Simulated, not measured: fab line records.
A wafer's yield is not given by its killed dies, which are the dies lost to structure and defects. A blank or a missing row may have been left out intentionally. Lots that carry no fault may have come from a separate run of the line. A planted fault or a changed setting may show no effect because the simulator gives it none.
Chamber matching | flow n5Finfet | N5_BEOL_M0_SAQP_DESCUM_45 on rieDiel-06: 4 sister chambers
The step chemistry O2, time 7 s. 16 wafers are shown with their chamber, then 8 later ones without.

WAFERS WITH THEIR CHAMBER
wafer  | chamber | throttleValvePct (%) | showerheadPlenumPTorr (Torr) | oesProductAu (a.u.)
L075.2 | 3       | 20.69                | 2.03                         | 0.86
L075.4 | 0       | 20.13                | 2.16                         | 0.94
L075.6 | 1       | 20.47                | 1.95                         | 0.68
L082.1 | 3       | 20.73                | 2.03                         | 0.85
L082.2 | 0       | 20.14                | 2.15                         | 0.91
L082.4 | 2       | 20.25                | 2.21                         | 0.76
L085.2 | 3       | 20.74                | 2.03                         | 0.84
L085.3 | 2       | 20.28                | 2.21                         | 0.76
L085.6 | 1       | 20.50                | 1.95                         | 0.68
L088.2 | 1       | 20.13                | 2.21                         | 1.00
L088.3 | 3       | 20.76                | 2.02                         | 0.83
L088.5 | 0       | 20.17                | 2.15                         | 0.89
L091.3 | 1       | 20.14                | 2.21                         | 0.98
L091.5 | 1       | 20.16                | 2.21                         | 0.98
L091.6 | 0       | 20.17                | 2.15                         | 0.88
L092.3 | 3       | 20.75                | 2.02                         | 0.82

SIGNATURES (averages over the wafers above)
reading               | chamber 0 | chamber 1 | chamber 2 | chamber 3 | scatter within a chamber
throttleValvePct      | 20.1525   | 20.2800   | 20.2650   | 20.7340   | 0.11
showerheadPlenumPTorr | 2.1525    | 2.1060    | 2.2100    | 2.0260    | 0.0823
oesProductAu          | 0.9050    | 0.8640    | 0.7600    | 0.8400    | 0.0984
Rule: a wafer lies at a distance from a chamber equal to the root of the sum of squares, over the readings, of (its reading less the chamber's mean, divided by the reading's scatter). If the next closest chamber is less than 2 further off than the closest, the wafer can't be placed; otherwise it belongs to the closest. How the scatter is found: for the shown wafers, subtract from each reading the mean of its chamber, square and add these, divide the total by (wafers less chambers), then take the root.

WAFERS WHOSE CHAMBER IS MISSING
wafer  | throttleValvePct (%) | showerheadPlenumPTorr (Torr) | oesProductAu (a.u.)
L092.4 | 20.17                | 2.15                         | 0.87
L092.6 | 20.28                | 2.20                         | 0.75
L093.1 | 20.16                | 2.21                         | 0.97
L093.2 | 20.29                | 2.20                         | 0.75
L093.4 | 20.75                | 2.02                         | 0.82
L096.2 | 20.17                | 2.21                         | 0.95
L096.3 | 20.76                | 2.02                         | 0.82
L096.4 | 20.18                | 2.15                         | 0.87

THE CHAMBER EACH PASSED THROUGH
wafer  | from the rows above          | in truth
L092.4 | can't be placed: 0 or 1 or 2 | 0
L092.6 | can't be placed: 2 or 1 or 0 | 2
L093.1 | can't be placed: 0 or 1 or 2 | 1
L093.2 | can't be placed: 2 or 1 or 0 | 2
L093.4 | 3                            | 3
L096.2 | can't be placed: 0 or 1 or 2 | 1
L096.3 | 3                            | 3
L096.4 | can't be placed: 0 or 1 or 2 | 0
2 of 8 placed correctly. Cannot be placed on the basis of these rows: 6; the candidates contain the true chamber in 6. 0 placed wrongly.
